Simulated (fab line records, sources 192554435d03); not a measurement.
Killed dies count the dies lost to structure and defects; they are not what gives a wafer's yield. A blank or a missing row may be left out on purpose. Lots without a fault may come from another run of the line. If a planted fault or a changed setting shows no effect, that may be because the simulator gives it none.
fab line records ; flow n5Finfet
record lots=4; wafers=10; lastDay=19
route steps=1938 shown MOL_CONTACT_COAG@624 BEOL_M0_SAQP@632 BEOL_M4@1111 PASSIVATION@1936
lots that met no fault: from a run of the same line without faults
startH: start of the lot's first displayed wafer, in hours after the record's first day ; waitH: hours from the lot's prior step to this one ; " repeats the value in the row above ; L1.1+2: several wafers, shown together as one row ; - no value, or no start given ; * or withheld: withheld ; < > ~ a bound
route shown NAME@n: a module of which the file shows steps, and the number in the route of the first ; usual: mean/standard deviation taken from wafers without a fault ; same: alike in all rows ; chamber/n: place in a boat ; sites: readings site by site ; _std_site: how widely they spread, as a standard deviation ; _edge_site: the outer-site mean with the inner-site mean subtracted ; radiusMm: how far each site lies from the wafer's centre ; mask NAME#n: copy n ; behind: the last tool/chamber to shape the wafer ; hold: cause of the lot's hold/its duration in hours/its outcome ; device: the n, p or np transistor that did not switch ; end of line: the same wafers' tests at the end of the route ; a step with no rows: only its recipe ; killed: the dies lost at the first sort to structure and to defects; this is not the yield of the wafer ; map: shows each die of a wafer: x if killed, . if not, _ if none is there
set.NAME: the setting as run; set.NAME@STEP: as run at that earlier step ; model.NAME: the simulator's own value behind a step, which no gauge read
lots at selected steps of the route; one table per step, one row per wafer
services: when a tool's chamber went out of use (startH, in hours from the record's first day, below 0 if earlier), for how many hours, and the reason
## steps
# step N5_MOL_CONTACT_COAG_CVD_140
# recipe material=W; targetThkA=665; mode=selectiveFill; tempC=300; timeS=215
# step N5_MOL_CONTACT_COAG_PRECLEAN_127
# recipe chemistry=DIW; timeS=57.5; tempC=23
# step N5_MOL_CONTACT_COAG_SRD_128
# recipe dryTimeS=32; dry=n2Spin; spinRpm=1500
# step N5_MOL_CONTACT_COAG_CMP_52
# recipe stopOn=SiO2; tOverpolishS=1.5; postCmpClean=wDiluteNh4oh; downForcePsi=4; platenRpm=50.289; padVelocityMS=1.0006; targetThkNm=66.5
# step N5_MOL_CONTACT_COAG_ANNEAL_112
# recipe tempC=400; timeS=1800; ambient=HPD2; pressureAtm=10
# step N5_BEOL_M0_SAQP_PECVD_00
# recipe material=SiCN; targetThkA=80; tempC=withheld; precursor=3MS/NH3; pressureTorr=3; rfW=202; timeS=14
# step N5_BEOL_M0_SAQP_ILD_DEP_01
# recipe material=SiOC; targetThkA=454.19; tempC=350; precursor=DEMS/O2; pressureTorr=5; rfW=500; timeS=8.7
# step N5_BEOL_M0_SAQP_HM_DEP_02
# recipe material=TiN; targetThkA=120; tempC=25; chamberPressurePa=0.49996
# step N5_BEOL_M0_SAQP_PECVD_03
# recipe material=SiCN; targetThkA=120; tempC=withheld; precursor=3MS/NH3; pressureTorr=3; rfW=202; timeS=21.1
# step N5_BEOL_M0_SAQP_PECVD_96
# recipe material=a-Si; targetThkA=450; tempC=350; precursor=SiH4/He; pressureTorr=3; rfW=100; timeS=45.2
# usual heaterPowerW=631/94; runLengthS=81.3/0.55; showerheadPlenumPTorr=5.67/0.031; throttleValvePct=18.4/0.93
lot.wafer;tool;chamber;startH;waitH;heaterPowerW;runLengthS;showerheadPlenumPTorr;throttleValvePct;model.a-Si_of_BEOL_M0_SAQP_PECVD_96.thkNm
L675.1;pecvd-03;2;167.61;0.0;793;80.8;5.67;17.7;44.6
L675.5;pecvd-03;2;167.61;0.0;768;80.8;5.67;17.3;45.2
L675.6;pecvd-03;1;167.61;0.0;664;81.7;5.67;19.0;44.8
L682.4;pecvd-03;1;206.90;0.0;606;84.0;5.69;18.9;48.6
L682.5;pecvd-03;2;206.90;0.0;707;83.7;5.67;17.6;48.4
L683.4;pecvd-03;0;212.00;0.0;516;83.5;5.65;20.3;48
L683.5;pecvd-03;2;212.00;0.0;776;83.6;5.67;17.5;48
L687.1;pecvd-04;2;247.95;0.0;617;81.7;5.66;18.0;45
L687.2;pecvd-04;1;247.95;0.0;603;81.4;5.71;18.9;44.8
L687.3;pecvd-04;0;247.95;0.0;796;82.2;5.71;18.2;44.8
# step N5_BEOL_M0_SAQP_PECVD_97
# recipe material=SiNx; targetThkA=230; tempC=350; precursor=SiH4/NH3/N2; pressureTorr=1.5; rfW=300; timeS=19.9
# step N5_BEOL_M0_SAQP_PECVD_04
# recipe material=a-Si; targetThkA=600; tempC=350; precursor=SiH4/He; pressureTorr=3; rfW=100; timeS=60.2
# step N5_BEOL_M0_SAQP_HM_DEP_111
# recipe material=SiO2; targetThkA=120; tempC=400; precursor=SiH4/N2O; pressureTorr=0.75; rfW=275; timeS=7.2
# step N5_BEOL_M0_SAQP_COAT_81
# recipe resist=SOC; tempC=250; timeS=60; spinRpm=1500; resistThkNm=100
# step N5_BEOL_M0_SAQP_COAT_82
# recipe resist=SiARC; tempC=220; timeS=60; spinRpm=1500; resistThkNm=30
# step N5_BEOL_M0_SAQP_COAT_08
# recipe resist=CAR-ArF; spinRpm=1500; resistThkNm=90
# step N5_BEOL_M0_SAQP_EBR_10
# recipe solvent=PGMEA; ebrWidthMm=1.5
# step N5_BEOL_M0_SAQP_SOFTBAKE_09
# recipe tempC=110; timeS=60; resist=CAR-ArF
# step N5_BEOL_M0_SAQP_EXPOSE_11
# recipe maskId=M0_CORE; na=1.35; sourceShape=dipole; sigmaInner=0.538; sigmaOuter=0.738; polarization=te; targetCdNm=42; doseMj=55
# step N5_BEOL_M0_SAQP_PEB_12
# recipe pebTempC=withheld; pebTimeS=60; resist=CAR-ArF
# step N5_BEOL_M0_SAQP_DEVELOP_13
# recipe developTimeS=30; developer=TMAH; resist=CAR-ArF; devTempC=23; rinseLiquid=diw; dry=airSpin
# step N5_BEOL_M0_SAQP_DESCUM_19
# recipe chemistry=O2; timeS=7.9; sourcePowerW=50; biasPowerW=20; pressureMtorr=20; rfFrequencyHz=2.712e+07; tempC=40; resist=CAR-ArF; o2FlowSccm=225
# step N5_BEOL_M0_SAQP_ETCH_83
# recipe chemistry=CF4; target=SiARC; targetDepthA=390; maskMaterial=CAR-ArF; timeS=65; ionEnergyEv=80; pressureMtorr=40; sourceW=545; biasW=36; Ar_flow_sccm=100; cf4FlowSccm=100; ends=cleared
# step N5_BEOL_M0_SAQP_ETCH_84
# recipe chemistry=N2/H2; target=SOC; targetDepthA=1000; overetchA=200; maskMaterial=SiARC; tempC=40; timeS=150; ionEnergyEv=200; pressureMtorr=30; sourceW=840; biasW=150; n2FlowSccm=200; h2FlowSccm=200
# step N5_BEOL_M0_SAQP_STRIP_80
# recipe chemistry=N2/H2; tempC=40; n2FlowSccm=200; h2FlowSccm=200; rfFrequencyHz=6e+07
# step N5_BEOL_M0_SAQP_HM_OPEN_112
# recipe chemistry=CHF3/O2; target=SiO2; stopOn=a-Si; targetDepthA=120; overEtchFrac=1.25; maskMaterial=SOC; timeS=13.5; pressureMtorr=30; sourceW=650; biasW=170; Ar_flow_sccm=200; CHF3_flow_sccm=50; O2_flow_sccm=5; ionEnergyEv=200; ends=endPoint
# step N5_BEOL_M0_SAQP_STRIP_113
# recipe chemistry=CHF3/O2; resist=SiARC; rfFrequencyHz=6e+07
# step N5_BEOL_M0_SAQP_MANDREL_ETCH_20
# recipe targetDepthA=600; chemistry=HBr/Cl2; target=a-Si; stopOn=SiNx; btTimeS=10; maskMaterial=SOC; overEtchFrac=0.5; timeS=30; pressureMtorr=10; icpW=800; biasW=75; HBr_flow_sccm=150; Cl2_flow_sccm=80; ends=endPoint
# step N5_BEOL_M0_SAQP_STRIP_86
# recipe chemistry=N2/H2; powerW=500; tempC=40; pressureMtorr=50; rfFrequencyHz=6e+07; overashFraction=0.3; biasPowerW=28; h2Frac=0.5; n2FlowSccm=300; h2FlowSccm=300
# step N5_BEOL_M0_SAQP_STRIP_115
# recipe chemistry=postEtchResidueRemover; timeS=60; tempC=25; removerPh=withheld; removerWaterWtPct=withheld; removerFluorideWtPct=withheld
# step N5_BEOL_M0_SAQP_SRD_93
# recipe dry=ipaMarangoni; timeS=30; tempC=23; rinseLiquid=diw
# step N5_BEOL_M0_SAQP_RECESS_114
# recipe chemistry=HF/NH3; target=SiO2; targetDepthA=144; afsCycles=3; tempC=30; sublimationTempC=180; sublimationTimeS=60
# step N5_BEOL_M0_SAQP_SPACER1_ALD_98
# recipe material=SiO2; targetThkA=128; tempC=300; aldPrecursorFamily=BDEAS; aldCoReactant=O2-plasma; pulseTimeS=1; purgeTimeS=2; coReactantPurgeTimeS=2; aldCycles=138; pressureTorr=2
# step N5_BEOL_M0_SAQP_SPACER1_ETCHBACK_99
# recipe chemistry=CHF3/O2; mode=anisotropicEtchback; target=SiO2; targetDepthA=154; timeS=7.7; pressureMtorr=30; sourceW=650; biasW=170; Ar_flow_sccm=200; CHF3_flow_sccm=50; O2_flow_sccm=5; ionEnergyEv=200
# step N5_BEOL_M0_SAQP_MANDREL1_REMOVE_100
# recipe chemistry=HBr/Cl2/O2; btTimeS=10; target=a-Si; stopOn=SiNx; endpoint=OES-SiCl; overEtchFrac=0.85; icpW=600; biasW=30; HBr_flow_sccm=150; Cl2_flow_sccm=80; O2_flow_sccm=5; pressureMtorr=10
# step N5_BEOL_M0_SAQP_MANDREL_ETCH_103
# recipe chemistry=HBr/Cl2; target=a-Si; targetDepthA=450; btTimeS=10; stopOn=SiCN; maskMaterial=SiO2; overEtchFrac=0.8; timeS=27; pressureMtorr=10; icpW=800; biasW=75; HBr_flow_sccm=150; Cl2_flow_sccm=80; ends=endPoint
# usual HBr_flow_sccm=150.0/0.38; drypumpMotorCurrentA=5.87/0.26; oesProductAu=0.682/0.013; throttleValvePct=35.5/0.31
lot.wafer;tool;chamber;startH;waitH;HBr_flow_sccm;drypumpMotorCurrentA;oesProductAu;rfHoursCounterH;throttleValvePct;model.etch.depthNm
L675.1;rieSi-05;3;170.52;0.0;150.1;5.75;0.679;88;35.4;44.65
L675.5;rieSi-05;1;170.52;0.0;149.9;5.69;0.667;-;35.8;45.22
L675.6;rieSi-05;0;170.52;0.0;150.1;6.03;0.702;-;35.3;44.78
L682.4;rieSi-05;2;209.52;0.0;149.4;5.69;0.724;147;35.6;48.56
L682.5;rieSi-05;0;209.52;0.0;149.7;6.03;0.734;-;35.3;48.46
L683.4;rieSi-05;2;215.13;0.0;149.4;5.67;0.729;147;35.6;48.05
L683.5;rieSi-05;1;215.13;0.0;150.3;5.72;0.698;-;35.8;48.02
L687.1;rieSi-05;3;251.64;0.0;150.6;5.78;0.681;90;35.4;45
L687.2;rieSi-05;2;251.64;0.0;150.0;5.61;0.698;148;35.7;44.8
L687.3;rieSi-05;3;251.64;0.0;150.3;5.77;0.681;-;35.4;44.8
# step N5_BEOL_M0_SAQP_SPACER2_ETCHBACK_27
# recipe chemistry=CHF3/O2; mode=anisotropicEtchback; target=SiO2; targetDepthA=225; timeS=11.25; pressureMtorr=30; sourceW=650; biasW=170; Ar_flow_sccm=200; CHF3_flow_sccm=50; O2_flow_sccm=5; ionEnergyEv=200
# usual drypumpMotorCurrentA=5.4/0.39; oesProductAu=0.79/0.076; rfVppV=525/6.4; showerheadPlenumPTorr=2.41/0.047; throttleValvePct=18.90/0.24
lot.wafer;tool;chamber;startH;waitH;drypumpMotorCurrentA;oesProductAu;rfHoursCounterH;rfVppV;showerheadPlenumPTorr;throttleValvePct;model.a-Si_of_BEOL_M0_SAQP_PECVD_96.thkNm
L675.1;rieDiel-05;0;172.36;0.3;4.9;0.69;217;517;2.39;19.18;42.6
L675.5;rieDiel-05;3;172.36;0.3;5.4;0.76;-;537;2.43;18.70;43
L675.6;rieDiel-05;2;172.36;0.3;5.8;0.82;-;520;2.43;19.20;42.6
L682.4;rieDiel-03;3;211.10;0.3;5.4;0.74;-;516;2.41;19.20;46.4
L682.5;rieDiel-03;1;211.10;0.3;5.1;0.81;-;528;2.44;18.74;46.2
L683.4;rieDiel-06;3;216.63;0.3;5.2;0.97;7;520;2.37;18.83;45.8
L683.5;rieDiel-06;0;216.63;0.3;5.4;0.71;-;518;2.39;19.19;45.8
L687.1;rieDiel-06;2;253.75;0.3;5.9;0.76;127;524;2.42;18.98;42.8
L687.2;rieDiel-06;3;253.75;0.3;5.2;0.93;17;521;2.36;18.84;42.6
L687.3;rieDiel-06;1;253.75;0.3;5.7;0.91;23;528;2.56;18.75;42.6
# step N5_BEOL_M4_RC_MEAS_101
# usual DIBL_N=36.2/1.2; DIBL_P=36.3/1.3; IOFF_N=0.155/0.019; IOFF_P=0.210/0.029; ION_N=677/8.6; ION_P=465/6.8; SS_N=71.4/0.48; SS_P=73.2/0.53; VT_N=249.9/2.4; VT_P=-250/3.2
lot.wafer;tool;chamber;startH;waitH;DIBL_N[mV/V];DIBL_P[mV/V];IOFF_N[nA/um];IOFF_P[nA/um];ION_N[uA/um];ION_P[uA/um];SS_N[mV/dec];SS_P[mV/dec];VT_N[mV];VT_P[mV]
L675.1;prober-01;0;244.92;0.0;39.0;38.6;0.199;0.271;688;471;72.1;73.6;247.0;-243
L675.5;prober-01;0;244.92;0.0;35.3;34.6;0.131;0.211;679;472;71.0;72.2;253.8;-247
L675.6;prober-01;0;244.92;0.0;35.7;35.3;0.140;0.217;674;466;71.4;72.3;250.8;-247
L683.4;prober-02;0;283.04;0.5;35.5;35.9;0.133;0.198;669;461;71.0;74.0;252.9;-251
L683.5;prober-02;0;283.04;0.5;35.7;36.6;0.142;0.194;676;464;71.5;73.3;251.9;-251
L682.4;prober-02;0;292.85;0.5;38.0;37.1;0.164;0.183;688;459;71.3;72.7;249.7;-256
L682.5;prober-02;0;292.85;0.5;37.4;36.3;0.152;0.182;667;454;71.6;73.9;251.5;-255
L687.1;prober-02;0;329.04;0.0;36.2;35.4;0.151;0.202;671;464;71.4;73.1;249.5;-252
L687.2;prober-02;0;329.04;0.0;35.7;35.3;0.148;0.196;665;455;71.2;72.5;251.8;-252
L687.3;prober-02;0;329.04;0.0;38.5;37.9;0.202;0.232;680;461;72.1;74.5;247.8;-252
# step N5_PASSIVATION_PROBE_49
# usual defectLimitedYield=91.2/1.4; killed_at_M0_to_M3=34/10; killed_at_M4_up=13/5.1; killedAtContacts=12/6.5; killedAtFrontEnd=41/11; killedAtOther=4/3.3; killedDies=104/16; killedOnRim=14/3.9; killedOpen=69/13; killedShort=33/7; sort_bin_5_function=5.1/0.91; sort_bin_6_memory=3.3/0.69; sortNPass=1076/16; sortYieldPct=91.2/1.4
# same grossDies=1180; killedAtBackSide=0; sort_bin_4_leakage[%]=0; sort_bin_8_speed[%]=0
lot.wafer;tool;chamber;startH;waitH;defectLimitedYield[%];killed_at_M0_to_M3;killed_at_M4_up;killedAtContacts;killedAtFrontEnd;killedAtOther;killedDies;killedOnRim;killedOpen;killedShort;sort_bin_5_function[%];sort_bin_6_memory[%];sortNPass;sortYieldPct[%]
L683.4;prober-02;-;386.02;0.2;90.7;34;22;5;45;4;110;12;78;30;5.4;3.3;1070;90.7
# killed by level:class
L683.4 BEOL_M4:geometricParticle:open=14 STI_FIN_REVEAL:geometricParticle:open=13 FIN_SAQP:geometricParticle:open=9 BEOL_M3:geometricParticle:open=8 FIN_SAQP:geometricParticle:short=7 BEOL_M0:geometricParticle:open=5 ILD0:geometricParticle:short=4 MOL_CONTACT_COAG:geometricParticle:open=4
## services
tool;chamber;startH;hours;kind
rieDiel-06;1;144.27;14.9;repair
rieDiel-03;3;152.15;13.5;repair
rieDiel-03;-;157.17;10.0;pm
pecvd-04;-;158.24;2.8;pm
rieDiel-06;1;161.77;-;clean
rieDiel-06;1;161.77;-;consumableReplace:focusRing
rieDiel-06;1;161.77;-;consumableReplace:showerhead
rieDiel-05;3;175.74;3.6;repair
rieDiel-06;3;180.34;-;clean
rieDiel-06;3;180.34;-;consumableReplace:focusRing
rieDiel-06;3;180.34;15.5;scheduledDown
rieDiel-06;3;180.34;15.5;ventCycle
pecvd-04;-;184.15;6.0;pm
rieDiel-03;0;209.33;4.7;repair
pecvd-03;1;210.96;3.6;repair
rieDiel-06;0;235.18;4.9;repair
rieSi-05;1;244.10;18.4;repair
rieSi-05;0;248.16;9.0;repair
## key
firstSign step=N5_BEOL_M0_SAQP_PECVD_96; reading=runLengthS; direction=up; sigmas=4.3; usual=*; struck=*
effect none on later readings
modelEffect step=N5_BEOL_M0_SAQP_PECVD_96; value=a-Si_of_BEOL_M0_SAQP_PECVD_96.thkNm; without=45.45; struck=48.25
modelEffect step=N5_BEOL_M0_SAQP_MANDREL_ETCH_103; value=etch.depthNm; without=45.47; struck=48.27
modelEffect step=N5_BEOL_M0_SAQP_SPACER2_ETCHBACK_27; value=a-Si_of_BEOL_M0_SAQP_PECVD_96.thkNm; without=43.25; struck=46.05
metAt N5_BEOL_M0_SAQP_PECVD_96
struckWafers L682.4,L682.5,L683.4,L683.5
onsetBetween 167.61 206.90
fault kind=processParameterDrift; tool=pecvd-03; chamber=-; onsetH=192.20; steps=N5_BEOL_M0_SAQP_PECVD_96; channel=timeS; offset=*; shape=step; endH=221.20; scope=struckWafersOnly; actsIn=*; stated=*
